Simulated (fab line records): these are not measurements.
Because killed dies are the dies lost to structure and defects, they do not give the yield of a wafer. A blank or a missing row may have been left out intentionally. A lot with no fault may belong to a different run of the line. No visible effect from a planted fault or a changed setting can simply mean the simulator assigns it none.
What tool caused it? ; flow nand_harc ; 11 lots with 33 wafers sampled at 6 steps, on a route of 1302 steps

WHAT THE GAUGES READ, wafer by wafer
NHARC_P_CONTACT_CD_MEAS_12 targets a cd of 90 nm. Usual: cd_nm at 90.0 nm, with a standard deviation of 0.46.
lot;measured;on;cd_nm (nm);flag
L121;day 6 00:58;cd_sem-02;89.6 90.0 89.9;
L123;day 7 02:14;cd_sem-03;89.4 89.3 89.6;
L122;day 7 03:05;cd_sem-02;90.2 90.8 90.8;
L124;day 7 16:05;cd_sem-03;89.8 89.8 90.2;
L125;day 8 00:38;cd_sem-01;89.6 89.9 90.1;
L127;day 8 23:51;cd_sem-02;90.0 90.1 89.4;
L128;day 9 00:37;cd_sem-03;89.7 89.8 89.8;
L129;day 9 13:47;cd_sem-01;90.5 89.6 89.8;
L130;day 10 00:46;cd_sem-03;91.2 90.3 91.3;
L133;day 11 07:53;cd_sem-03;90.6 90.0 89.9;
L134;day 11 21:56;cd_sem-03;94.5 94.7 94.8;OFF

NHARC_P_CONTACT_INSPECT_14. Usual: raw_defect_count at 4.1, with a standard deviation of 2.6.
lot;measured;on;raw_defect_count;flag
L121;day 6 01:05;defect_inspect-02;3 4 3;
L123;day 7 02:22;defect_inspect-02;4 5 3;
L122;day 7 03:13;defect_inspect-02;2 1 2;
L124;day 7 16:13;defect_inspect-02;3 4 7;
L125;day 8 00:46;defect_inspect-01;7 6 4;
L127;day 8 23:58;defect_inspect-01;3 4 3;
L128;day 9 00:44;defect_inspect-02;6 5 4;
L129;day 9 13:55;defect_inspect-02;4 5 3;
L130;day 10 00:53;defect_inspect-02;0 1 3;
L133;day 11 08:00;defect_inspect-02;5 8 12;
L134;day 11 22:03;defect_inspect-02;3 5 8;

NHARC_P_CONTACT_CD_MEAS_19. Usual: cd_nm at 89.8 nm, with a standard deviation of 1.
lot;measured;on;cd_nm (nm);flag
L121;day 6 02:31;cd_sem-03;88.9 90.1 90.2;
L123;day 7 03:17;cd_sem-02;89.7 89.3 89.1;
L122;day 7 04:09;cd_sem-01;89.4 89.5 90.9;
L124;day 7 17:08;cd_sem-01;90.9 89.8 90.3;
L125;day 8 01:42;cd_sem-01;91.2 89.4 89.4;
L127;day 9 00:54;cd_sem-02;88.8 91.5 90.8;
L128;day 9 01:53;cd_sem-03;89.0 89.1 90.0;
L129;day 9 14:51;cd_sem-03;91.3 88.2 90.3;
L130;day 10 01:50;cd_sem-03;90.9 89.3 89.7;
L133;day 11 08:56;cd_sem-03;89.2 90.1 88.4;
L134;day 11 23:05;cd_sem-03;93.8 94.0 93.9;OFF

WHAT TOOL EACH LOT RAN ON (gives the tool, then ch and the chambers of the sampled wafers, and finally the start)
lot;NHARC_P_GATE_STRIP_113;NHARC_P_CONTACT_EXPOSE_09;NHARC_P_CONTACT_ETCH_35
L121;plasma_asher-01 ch 0,1, day 5 20:55;arfi_scanner-03 ch 0, day 6 00:49;rie_diel-09 ch 0,1,2, day 6 01:14
L123;plasma_asher-02 ch 0,1, day 6 22:05;arfi_scanner-02 ch 0, day 7 02:06;rie_diel-04 ch 0,1,2, day 7 02:31
L122;plasma_asher-02 ch 0,1, day 6 22:59;arfi_scanner-03 ch 0, day 7 02:56;rie_diel-08 ch 0,1, day 7 03:21
L124;plasma_asher-02 ch 0,1, day 7 12:01;arfi_scanner-02 ch 0, day 7 15:57;rie_diel-04 ch 1,3, day 7 16:22
L125;plasma_asher-01 ch 0,1, day 7 20:44;arfi_scanner-01 ch 0, day 8 00:30;rie_diel-04 ch 0,1, day 8 00:55
L127;plasma_asher-02 ch 0,1, day 8 20:04;arfi_scanner-01 ch 0, day 8 23:43;rie_diel-04 ch 1,2,3, day 9 00:07
L128;plasma_asher-01 ch 0,1, day 8 20:31;arfi_scanner-01 ch 0, day 9 00:28;rie_diel-09 ch 0,1, day 9 00:53
L129;plasma_asher-02 ch 0,1, day 9 09:39;arfi_scanner-03 ch 0, day 9 13:39;rie_diel-08 ch 0,3, day 9 14:04
L130;plasma_asher-01 ch 0,1, day 9 20:50;arfi_scanner-02 ch 0, day 10 00:38;rie_diel-09 ch 0,1,3, day 10 01:03
L133;plasma_asher-01 ch 0,1, day 11 03:50;arfi_scanner-03 ch 0, day 11 07:44;rie_diel-09 ch 0,1, day 11 08:10
L134;plasma_asher-01 ch 0,1, day 11 18:07;arfi_scanner-02 ch 0, day 11 21:48;rie_diel-08 ch 0,2,3, day 11 22:14
- NHARC_P_GATE_STRIP_113: strips in N2/H2, time 740 s.
- NHARC_P_CONTACT_EXPOSE_09: exposes mask P CA, target cd 90 nm.
- NHARC_P_CONTACT_ETCH_35: etches the open film in CF4, target depth 39 nm, time 65 s.

AS READ BY THE TOOLS THEMSELVES (means over the sampled wafers that have a number; for cases with no such wafer, the mark the record gives instead)
NHARC_P_GATE_STRIP_113. Usual: drypump_motor_current_A 5.5 A, standard deviation 0.36; heater_power_w 85.9 W, standard deviation 2.7.
lot;tool;drypump_motor_current_A (A);heater_power_w (W);flag
L121;plasma_asher-01;5.9;87.0;
L123;plasma_asher-02;5.2;85.1;
L122;plasma_asher-02;5.2;85.7;
L124;plasma_asher-02;5.3;87.3;
L125;plasma_asher-01;5.9;87.1;
L127;plasma_asher-02;5.2;86.9;
L128;plasma_asher-01;5.9;86.2;
L129;plasma_asher-02;5.2;86.0;
L130;plasma_asher-01;5.9;86.7;
L133;plasma_asher-01;5.6;84.5;
L134;plasma_asher-01;5.6;84.5;

NHARC_P_CONTACT_EXPOSE_09. Usual: stage_vel_mm_s 499.99 mm/s, standard deviation 0.25.
lot;tool;stage_vel_mm_s (mm/s);flag
L121;arfi_scanner-03;499.84;
L123;arfi_scanner-02;500.35;
L122;arfi_scanner-03;500.04;
L124;arfi_scanner-02;499.67;
L125;arfi_scanner-01;500.18;
L127;arfi_scanner-01;499.88;
L128;arfi_scanner-01;500.08;
L129;arfi_scanner-03;500.07;
L130;arfi_scanner-02;499.79;
L133;arfi_scanner-03;499.85;
L134;arfi_scanner-02;500.00;

NHARC_P_CONTACT_ETCH_35. Usual: drypump_motor_current_A 5.8 A, standard deviation 0.48; oes_product_au 0.998 a.u., standard deviation 0.0077; rf_vpp_V 151.4 V, standard deviation 1.4; showerhead_plenum_p_Torr 1.78 Torr, standard deviation 0.084; throttle_valve_pct 13.285 %, standard deviation 0.0088.
lot;tool;drypump_motor_current_A (A);oes_product_au (a.u.);rf_vpp_V (V);showerhead_plenum_p_Torr (Torr);throttle_valve_pct (%);flag
L121;rie_diel-09;5.7;0.992;151.6;1.79;13.280;
L123;rie_diel-04;6.1;0.991;151.8;1.78;13.280;
L122;rie_diel-08;5.9;1.000;151.1;1.75;13.290;
L124;rie_diel-04;5.7;0.998;153.2;1.87;13.293;
L125;rie_diel-04;6.1;0.998;151.5;1.82;13.285;
L127;rie_diel-04;5.8;1.001;152.1;1.84;13.281;
L128;rie_diel-09;5.4;0.999;151.6;1.77;13.285;
L129;rie_diel-08;6.0;1.000;150.9;1.75;13.282;
L130;rie_diel-09;5.4;0.990;151.1;1.77;13.278;
L133;rie_diel-09;5.8;0.998;151.4;1.83;13.285;
L134;rie_diel-08;5.9;1.001;150.2;1.76;13.286;

THE ANSWER, worked out from the rows above alone
Rule: take the mean of a lot's wafers that have a number; if it is more than 3 standard deviations from the usual mean, the lot is off. A lot without any number at a reading at which 4 lots or more have one is off too. Any other lot the step has rows for is counted as sound. After the gauges, taken in route order, come the tools' own readings; for these a lot's mean is taken, as printed above. The first step at which some lot is off is used, and at that step the reading that is off furthest; a lot without a number counts as furthest.
Off at NHARC_P_CONTACT_CD_MEAS_12 (cd_nm): L134.
If a tool, at a process step before that reading, ran all the lots that are off and no sound lot after the first of them, it fits. The gauges at NHARC_P_CONTACT_CD_MEAS_12 are tried like those tools. Can't be told from this: 3 tools fit, plasma_asher-01 at NHARC_P_GATE_STRIP_113, arfi_scanner-02 at NHARC_P_CONTACT_EXPOSE_09, cd_sem-03 at NHARC_P_CONTACT_CD_MEAS_12.

WHAT HAD BEEN PUT IN BY THE SIMULATOR
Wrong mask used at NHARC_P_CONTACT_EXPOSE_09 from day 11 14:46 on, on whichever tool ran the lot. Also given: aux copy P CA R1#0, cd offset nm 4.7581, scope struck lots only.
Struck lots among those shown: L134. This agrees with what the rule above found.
